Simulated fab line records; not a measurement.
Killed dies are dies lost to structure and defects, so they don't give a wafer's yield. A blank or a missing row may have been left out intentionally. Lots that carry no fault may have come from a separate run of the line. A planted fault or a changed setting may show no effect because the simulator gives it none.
What tool caused it?	flow n5-finfet	Sampling: 12 lots, 36 wafers, 4 of 1938 route steps

WHAT THE GAUGES READ, wafer by wafer
N5_BEOL_M15_OVL_MEAS_29. Usual: for M15_OVL the level is -3 nm and the standard deviation is 6.6.
lot	measured	on	M15_OVL (nm)	flag
L326	day 11 15:52	overlay-02	-8 -10 -10	
L328	day 12 11:16	overlay-01	-1 -5 0	
L331	day 13 06:13	overlay-01	-12 -6 -8	
L329	day 13 08:23	overlay-01	-2 -4 0	
L330	day 13 13:20	overlay-02	6 4 6	
L334	day 13 17:19	overlay-02	-6 -10 -11	
L341	day 15 03:17	overlay-02	-8 2 -3	
L343	day 15 12:13	overlay-01	6 10 -2	
L345	day 15 19:13	overlay-01	-3 -11 -5	
L348	day 17 09:23	overlay-02	1 13 7	
L349	day 17 13:54	overlay-02	-5 -7 -4	
L347	day 17 18:13	overlay-01	0 0 -11	

N5_MIM_TOP_LITHO_CD_MEAS_08 targets a cd of 2000 nm. Usual: cd-nm at 1999.6 nm, with a standard deviation of 1.6.
lot	measured	on	cd-nm (nm)	flag
L326	day 11 21:57	cd-sem-02	1999.2 1998.4 1998.8	
L328	day 12 18:45	cd-sem-01	2000.2 2000.3 2001.5	
L331	day 13 18:34	cd-sem-01	1997.7 1998.6 1999.2	
L329	day 13 18:24	cd-sem-02	1998.7 1998.5 1996.4	
L330	day 13 22:19	cd-sem-03	2000.6 2000.6 1999.8	
L334	day 14 00:21	cd-sem-03	2001.3 2000.5 2002.3	
L341	day 15 13:49	cd-sem-01	2000.5 1997.7 2000.4	
L343	day 15 21:14	cd-sem-01	2001.4 2000.2 1998.5	
L345	day 16 05:36	cd-sem-02	2001.2 2001.9 1998.1	
L348	day 17 15:35	cd-sem-03	1999.3 1998.6 1999.3	
L349	day 17 20:31	cd-sem-03	1995.5 2002.3 1999.4	
L347	day 18 00:34	cd-sem-01	1999.1 1998.0 2000.9	

TOOL THAT RAN EACH LOT (tool first, then ch and the chambers of the sampled wafers, then the start)
lot	N5_MIM_TOP_ALD_01	N5_MIM_TOP_SPUTTER_03
L326	ald-hk-01 ch 0,1,2, day 11 20:00	pvd-sputter-01, day 11 21:26
L328	ald-hk-01 ch 0,2,3, day 12 16:00	pvd-sputter-03, day 12 18:14
L331	ald-hk-02 ch 0,1,2, day 13 17:00	pvd-sputter-01, day 13 18:00
L329	ald-hk-01 ch 0,1,3, day 13 16:00	pvd-sputter-01, day 13 17:53
L330	ald-hk-03 ch 2,3, day 13 21:00	pvd-sputter-02, day 13 21:47
L334	ald-hk-01 ch 1,2, day 13 22:00	pvd-sputter-02, day 13 23:57
L341	ald-hk-02 ch 1,2,3, day 15 12:00	pvd-sputter-03, day 15 13:26
L343	ald-hk-02 ch 0,1,3, day 15 19:00	pvd-sputter-01, day 15 20:43
L345	ald-hk-02 ch 0,1,3, day 16 04:00	pvd-sputter-03, day 16 05:12
L348	ald-hk-01 ch 0,1,3, day 17 13:00	pvd-sputter-02, day 17 15:04
L349	ald-hk-03 ch 1,3, day 17 19:00	pvd-sputter-01, day 17 20:07
L347	ald-hk-01 ch 0,1,2, day 17 23:00	pvd-sputter-02, day 18 00:02
- N5_MIM_TOP_ALD_01: deposits HfO2, target thk 5.6 nm, pulse time 1 s, purge time 3 s.
- N5_MIM_TOP_SPUTTER_03: material TiN, target thk 35 nm, time 89.7 s.

WHAT THE TOOLS THEMSELVES READ (means of the sampled wafers that have a number; where no wafer has one, the mark that the record gives instead)
N5_MIM_TOP_ALD_01. Usual: precursor-pulse-height-rel at 0.999, with a standard deviation of 0.02.
lot	tool	precursor-pulse-height-rel	flag
L326	ald-hk-01	0.985	
L328	ald-hk-01	0.983	
L331	ald-hk-02	1.005	
L329	ald-hk-01	0.997	
L330	ald-hk-03	0.978	
L334	ald-hk-01	0.990	
L341	ald-hk-02	1.005	
L343	ald-hk-02	0.998	
L345	ald-hk-02	1.013	
L348	ald-hk-01	1.010	
L349	ald-hk-03	0.997	
L347	ald-hk-01	1.020	

N5_MIM_TOP_SPUTTER_03. Usual: throttle-valve-pct at 30.4 %, with a standard deviation of 0.96.
lot	tool	throttle-valve-pct (%)	flag
L326	pvd-sputter-01	31.5	
L328	pvd-sputter-03	30.0	
L331	pvd-sputter-01	31.4	
L329	pvd-sputter-01	30.3	
L330	pvd-sputter-02	30.1	
L334	pvd-sputter-02	30.3	
L341	pvd-sputter-03	29.5	
L343	pvd-sputter-01	30.7	
L345	pvd-sputter-03	28.6	
L348	pvd-sputter-02	30.5	
L349	pvd-sputter-01	30.4	
L347	pvd-sputter-02	30.5	

THE ANSWER, worked out from the rows above alone
Rule: lot off if the mean of its wafers having a number is beyond 3 standard deviations from the usual mean. A lot without any number at a reading at which 4 lots or more have one is off too. Any other lot the step has rows for is counted as sound. First the gauges in route order, then the tools' own readings, where a lot's mean is used as printed above. The first step at which some lot is off is used, and at that step the reading that is off furthest; a lot without a number counts as furthest.
No lot is off at any reading shown: from this, nothing can be told.

WHAT WAS PUT IN BY THE SIMULATOR
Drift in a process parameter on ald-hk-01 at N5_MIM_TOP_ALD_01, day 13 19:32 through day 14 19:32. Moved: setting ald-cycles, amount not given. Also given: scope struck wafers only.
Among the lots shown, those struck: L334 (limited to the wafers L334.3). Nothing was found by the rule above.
